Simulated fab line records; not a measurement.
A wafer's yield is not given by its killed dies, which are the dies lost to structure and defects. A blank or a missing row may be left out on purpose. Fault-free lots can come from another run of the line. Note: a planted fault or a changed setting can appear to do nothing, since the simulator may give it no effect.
Comparing a struck lot with a sound one + flow nand harc + 14 out of 1159 route steps
Sound: the wafers L211.3, L211.4, L211.5. Struck: wafer L219.5; the same lot's L219.3 was not struck, so it is left out; see the end for the cause.
Order at every step that has rows: each side's tool, ch and its chambers, its first start. Under that, the readings that differ: sound wafers + struck wafers + difference of the means + sigmas: that difference in standard deviations of wafers without a fault.
alike: words and numbers the same on both sides, and readings whose means are apart by under 2 such deviations; not compared: readings that were withheld, readings missing a value for some wafer, numbers with overlapping values and no deviation given by the record, and bounds like >300 which may hide the same value.
The two part at a step that has a row with sigmas, a row that says differs or no value, or rows on one side only. Numbers that have no deviation but don't overlap get no sigmas and don't part them. A reading missing from all wafers of one side parts the sides only when that side holds two or more wafers.

NHARC_A_CHANNEL_FILL_D1_ALD_16: deposits SiO2, target thk 1.5 nm, pulse time 10 s, ald cycles 15.
  sound on ald hk-01 ch 1,2, day 10 09:32; struck on ald hk-04 ch 2, day 12 11:32
  alike: heater power w, precursor pulse height rel
then, 3 steps without rows for these wafers: NHARC_A_CHANNEL_FILL_D1_ANNEAL_17 (time 1800 s); NHARC_A_CHANNEL_FILL_D1_CVD_18 (deposits poly-Si, target thk 3 nm); NHARC_A_CHANNEL_FILL_D1_ETCHBACK_19 (etches the open film in HBr/Cl2, target depth 5 nm, time 1.7 s).
NHARC_A_CHANNEL_FILL_D1_ETCHBACK_20: etches the open film in C4F8/O2/Ar, target depth 27 nm, time 13.5 s.
  sound on rie diel-09 ch 2,3, day 10 21:31; struck on rie diel-06 ch 0, day 12 23:13
| reading                        | sound                | struck | difference | sigmas |
|--------------------------------|----------------------|--------|------------|--------|
| chamber pressure mTorr (mTorr) | 24.988 25.026 25.022 | 24.957 | -0.055     | -2     |
  alike: oes product au, rf vpp V, run length s
  not compared: rf hours counter h
NHARC_A_CHANNEL_FILL_D1_STRIP_28: strips in O2, time 20 s.
  sound on rie diel-09 ch 1,3, day 10 21:37; struck on rie diel-06 ch 2, day 12 23:19
| reading                | sound                | struck | difference | sigmas |
|------------------------|----------------------|--------|------------|--------|
| throttle valve pct (%) | 17.044 17.031 17.027 | 17.011 | -0.023     | -2     |
  alike: chamber pressure mTorr, drypump motor current A, oes product au, rf vpp V, showerhead plenum p Torr
  not compared: rf hours counter h
then, 4 steps without rows for these wafers: NHARC_A_CHANNEL_FILL_D1_PRECLEAN_21 (cleans in dHF, time 30 s); NHARC_A_CHANNEL_FILL_D1_SRD_23; NHARC_A_CHANNEL_FILL_D1_CVD_05 (deposits poly-Si, target thk 5 nm); NHARC_A_CHANNEL_FILL_D1_ANNEAL_22 (time 7200 s).
NHARC_A_CHANNEL_FILL_D1_THK_MEAS_06: measures by ellipsometry.
  sound: film metro-02 at day 11 09:33; struck: film metro-02 at day 13 10:58
  alike: thk nm
NHARC_A_CHANNEL_FILL_D1_ALD_25: deposits SiOx, target thk 60 nm, pulse time 10 s, ald cycles 600.
  sound on ald hk-01 ch 0,2,3, day 11 10:13; struck on ald hk-04 ch 2, day 13 12:51
  alike: heater power w, precursor pulse height rel
NHARC_A_CHANNEL_FILL_D1_ETCHBACK_08: etches the open film in C4F8, target depth 220 nm, time 110 s.
  sound on rie diel-06 ch 1,2, day 11 15:09; struck on rie diel-06 ch 0, day 13 16:34
| reading               | sound             | struck | difference | sigmas |
|-----------------------|-------------------|--------|------------|--------|
| oes product au (a.u.) | 1.00 1.02 1.00    | 0.91   | -0.10      | -3     |
| run length s (s)      | 131.3 130.3 131.2 | 154.5  | +23.6      | +56    |
  alike: chamber pressure mTorr, rf vpp V
  not compared: rf hours counter h
NHARC_A_CHANNEL_FILL_D1_STRIP_29: strips in O2, time 20 s.
  sound: rie diel-06 ch 0,1,3; struck: rie diel-06 ch 3
  alike: chamber pressure mTorr, drypump motor current A, oes product au, rf vpp V, showerhead plenum p Torr, throttle valve pct
  not compared: rf hours counter h

== WHERE THEY PART ==
Last at NHARC_A_CHANNEL_FILL_D1_ETCHBACK_08 as far as this record goes, first at NHARC_A_CHANNEL_FILL_D1_ETCHBACK_20. Later steps at which nothing parts them and some readings are alike: NHARC_A_CHANNEL_FILL_D1_STRIP_29.

WHY: the cause the simulator had injected
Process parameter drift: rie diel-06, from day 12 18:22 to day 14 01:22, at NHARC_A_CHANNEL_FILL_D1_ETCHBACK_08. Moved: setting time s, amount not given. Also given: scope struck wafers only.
